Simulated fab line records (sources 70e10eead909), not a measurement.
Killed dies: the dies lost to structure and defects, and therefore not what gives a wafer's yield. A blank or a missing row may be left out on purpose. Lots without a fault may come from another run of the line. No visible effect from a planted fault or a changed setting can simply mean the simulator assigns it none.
Which tool is to blame?	flow nand_harc	72 wafers from 24 lots sampled at 2 of the route's 1302 steps

== WHAT THE GAUGES SHOWED, per wafer ==
NHARC_A_SIN_REMOVE_INSPECT_04. Usual: 415 for raw_defect_count, sd 88.
lot	measured	on	raw_defect_count	flag
L074	day 19 12:19	defect_inspect-01	691 616 411	
L075	day 20 17:56	defect_inspect-02	337 316 388	
L076	day 20 17:56	defect_inspect-01	418 487 406	
L077	day 20 22:07	defect_inspect-02	273 280 287	
L079	day 21 21:43	defect_inspect-01	394 613 322	
L078	day 21 21:43	defect_inspect-02	399 424 484	
L080	day 22 14:41	defect_inspect-01	367 389 365	
L081	day 23 04:41	defect_inspect-01	450 489 391	
L082	day 23 06:26	defect_inspect-02	354 368 417	
L083	day 23 18:02	defect_inspect-01	334 360 417	
L085	day 24 12:04	defect_inspect-02	345 377 387	
L084	day 24 12:05	defect_inspect-01	307 395 358	
L086	day 24 17:29	defect_inspect-01	384 344 352	
L088	day 26 00:25	defect_inspect-02	407 381 340	
L089	day 26 00:23	defect_inspect-01	505 482 508	
L087	day 26 04:14	defect_inspect-02	462 401 517	
L091	day 26 13:08	defect_inspect-01	406 330 332	
L090	day 26 13:08	defect_inspect-02	663 395 571	
L092	day 27 19:18	defect_inspect-02	519 562 615	
L093	day 28 00:28	defect_inspect-02	371 353 495	
L094	day 28 11:46	defect_inspect-02	623 412 435	
L095	day 28 11:48	defect_inspect-01	406 361 421	
L096	day 29 07:19	defect_inspect-02	370 321 556	
L097	day 29 19:19	defect_inspect-01	383 506 423	

== WHAT TOOL EACH LOT RAN ON (gives the tool, then ch and the chambers of the sampled wafers, and finally the start) ==
lot	NHARC_A_SLIT_STRIP_18
L074	rie_diel-07 ch 0,1,3, day 19 12:19 or earlier
L075	rie_diel-13 ch 1,2, day 20 17:56 or earlier
L076	rie_diel-07 ch 0,1, day 20 17:56 or earlier
L077	rie_diel-09 ch 1,3, day 20 22:07 or earlier
L079	rie_diel-09 ch 1,2, day 21 21:43 or earlier
L078	rie_diel-07 ch 0,1,3, day 21 21:43 or earlier
L080	rie_diel-13 ch 1,2, day 22 14:41 or earlier
L081	rie_diel-07 ch 1,2,3, day 23 04:41 or earlier
L082	rie_diel-07 ch 0,3, day 23 06:26 or earlier
L083	rie_diel-07 ch 1,2,3, day 23 18:02 or earlier
L085	rie_diel-09 ch 0,1,2, day 24 12:04 or earlier
L084	rie_diel-13 ch 1,2,3, day 24 12:05 or earlier
L086	rie_diel-13 ch 1,2,3, day 24 17:29 or earlier
L088	rie_diel-09 ch 1,2,3, day 26 00:25 or earlier
L089	rie_diel-13 ch 0,1,2, day 26 00:23 or earlier
L087	rie_diel-09 ch 0,1,3, day 26 04:14 or earlier
L091	rie_diel-13 ch 0,1, day 26 13:08 or earlier
L090	rie_diel-09 ch 0,1,3, day 26 13:08 or earlier
L092	rie_diel-13 ch 0,2, day 27 19:18 or earlier
L093	rie_diel-07 ch 0,1,3, day 28 00:28 or earlier
L094	rie_diel-13 ch 0,3, day 28 11:46 or earlier
L095	rie_diel-13 ch 0,1,2, day 28 11:48 or earlier
L096	rie_diel-09 ch 0,2,3, day 29 07:19 or earlier
L097	rie_diel-09 ch 2,3, day 29 19:19 or earlier
- NHARC_A_SLIT_STRIP_18: strips in O2.

== WHAT THE TOOLS THEMSELVES READ (means of the sampled wafers that have a number; where no wafer has one, the mark that the record gives instead) ==
NHARC_A_SLIT_STRIP_18. Usual: drypump_motor_current_A 5.9 A, standard deviation 0.47; oes_product_au 0.998 a.u., standard deviation 0.011; rf_vpp_V 57.5 V, standard deviation 0.93; showerhead_plenum_p_Torr 3.45 Torr, standard deviation 0.15; throttle_valve_pct 17.036 %, standard deviation 0.0089.
lot	tool	drypump_motor_current_A (A)	oes_product_au (a.u.)	rf_vpp_V (V)	showerhead_plenum_p_Torr (Torr)	throttle_valve_pct (%)	flag
L074	rie_diel-07	6.2	0.996	58.7	3.51	17.031	
L075	rie_diel-13	5.5	1.000	57.8	3.56	17.033	
L076	rie_diel-07	6.5	0.996	57.4	3.47	17.032	
L077	rie_diel-09	5.7	0.991	57.5	3.61	17.037	
L079	rie_diel-09	5.4	1.006	57.0	3.39	17.037	
L078	rie_diel-07	6.2	0.986	57.5	3.51	17.041	
L080	rie_diel-13	5.4	1.012	57.3	3.42	17.038	
L081	rie_diel-07	6.0	0.997	57.3	3.43	17.038	
L082	rie_diel-07	6.3	0.991	57.9	3.59	17.026	
L083	rie_diel-07	6.0	0.986	57.7	3.43	17.037	
L085	rie_diel-09	5.5	0.996	58.1	3.42	17.035	
L084	rie_diel-13	5.6	0.994	57.5	3.43	17.041	
L086	rie_diel-13	5.6	0.999	57.8	3.43	17.036	
L088	rie_diel-09	5.8	0.994	57.9	3.50	17.034	
L089	rie_diel-13	5.7	1.013	57.4	3.44	17.039	
L087	rie_diel-09	5.9	0.999	57.8	3.53	17.030	
L091	rie_diel-13	6.0	1.008	57.6	3.47	17.037	
L090	rie_diel-09	5.9	0.993	58.6	3.53	17.050	
L092	rie_diel-13	5.5	1.008	57.7	3.31	17.031	
L093	rie_diel-07	6.2	0.996	56.8	3.51	17.026	
L094	rie_diel-13	6.0	1.000	56.5	3.34	17.034	
L095	rie_diel-13	5.7	1.012	57.5	3.44	17.050	
L096	rie_diel-09	6.0	0.997	57.4	3.42	17.038	
L097	rie_diel-09	6.2	1.003	57.2	3.51	17.039	

== THE ANSWER, worked out from the rows above alone ==
Rule: lot off if the mean of its wafers having a number is beyond 3 standard deviations from the usual mean. Also off: a lot with no number at a reading for which 4 or more lots have one. Where the step has rows for the other lots, those lots are counted as sound. First the gauges in route order, then the tools' own readings, where a lot's mean is used as printed above. The first step at which some lot is off is used, and at that step the reading that is off furthest; a lot without a number counts as furthest.
None of the lots is off at any reading shown; this tells nothing.

== WHAT HAD BEEN PUT IN BY THE SIMULATOR ==
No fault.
